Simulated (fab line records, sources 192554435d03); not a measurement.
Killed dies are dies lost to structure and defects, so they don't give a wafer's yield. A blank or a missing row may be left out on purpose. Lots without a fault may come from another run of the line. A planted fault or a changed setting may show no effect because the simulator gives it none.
Problem report in the 8D (eight disciplines) form, filled by code | flow n5_finfet | the parts of the form that need people (team, actions taken, sign-off) are left out

1. THE PROBLEM
run_length_s at N5_BEOL_M7_VIA_ETCH_34 reads a mean of 70.3 s on 4 wafers of 3 lots; wafers without a fault read 73.9 s with a standard deviation of 0.39. That is -9.1 standard deviations from the usual mean.
The step: etches SiCOH lowk in C4F6/O2, target depth 125.5 nm, time 50.5 s.
First seen on wafer L632.1, day 13 02:39, on rie_diel-03. The record holds 28 wafers of 10 lots with a number at this step. Rule for "out", or "out of limits": more than 4 standard deviations from the usual mean. The other wafers with a number count as sound.

2. WHAT IT IS AND WHAT IT IS NOT
question                    | is                             | is not
which readings at this step | run_length_s                   | C4F6_flow_sccm, drypump_motor_current_A, oes_product_au, rf_vpp_V, showerhead_plenum_p_Torr, throttle_valve_pct
which lots                  | L632, L634, L635               | L621, L624, L625, L636, L641, L642, L643
which wafers of those lots  | L632.1, L632.5, L634.5, L635.5 | L634.2, L634.6, L635.4
read on which tools         | rie_diel-03                    | rie_diel-01, rie_diel-04
when                        | from day 13 02:39              | up to then (9 sound wafers); but 15 sound wafers of L634, L635, L636, L641, L642, L643 came after

3. SUSPECTS, AND WHAT RULES EACH OUT
Counting: a tool at a process step up to the reading stays a suspect if it ran every lot that is out. Sound lots after the first of them don't rule it out here, since some wafers of a struck lot are sound.
- rie_diel-03 at N5_BEOL_M7_DESCUM_33 (chemistry O2, time 7 s): kept. It ran every lot that is out, first L632 (day 13 02:28); its last sound lot up to then is L625 (day 10 16:21).
- rie_diel-03 at N5_BEOL_M7_VIA_ETCH_34 (etches SiCOH lowk in C4F6/O2, target depth 125.5 nm, time 50.5 s): kept. It ran every lot that is out, first L632 (day 13 02:39); its last sound lot up to then is L625 (day 10 16:32). Its own readings are out on those wafers: run_length_s.
Left after counting: rie_diel-03 at N5_BEOL_M7_DESCUM_33, rie_diel-03 at N5_BEOL_M7_VIA_ETCH_34.

4. THE CAUSE (what the simulator had put in)
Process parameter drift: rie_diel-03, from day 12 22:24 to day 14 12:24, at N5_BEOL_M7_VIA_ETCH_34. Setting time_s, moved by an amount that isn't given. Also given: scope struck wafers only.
Counting left 2 suspects, and this tool is among them.

5. THE CHAIN OF EFFECTS, in route order
Each row: a reading whose mean over the struck wafers that have a number lies more than 3 standard deviations from the usual. Only readings for which the record gives a usual standard deviation are gone through. hours: the time from each lot's start at the first step in this table that gives one to its start at this step, as a median over the lots. sigmas: the change in usual standard deviations.
hours | step                   | reading      | usual  | on struck wafers | change | sigmas
0     | N5_BEOL_M7_VIA_ETCH_34 | run_length_s | 73.9 s | 70.3             | -3.6   | -9.1
The process steps in it:
- N5_BEOL_M7_VIA_ETCH_34: etches SiCOH lowk in C4F6/O2, target depth 125.5 nm, time 50.5 s.

6. WHAT WOULD HAVE CAUGHT IT SOONER
In this record the first reading out of limits was taken at day 13 02:39, 4 hours after the fault began at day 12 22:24.
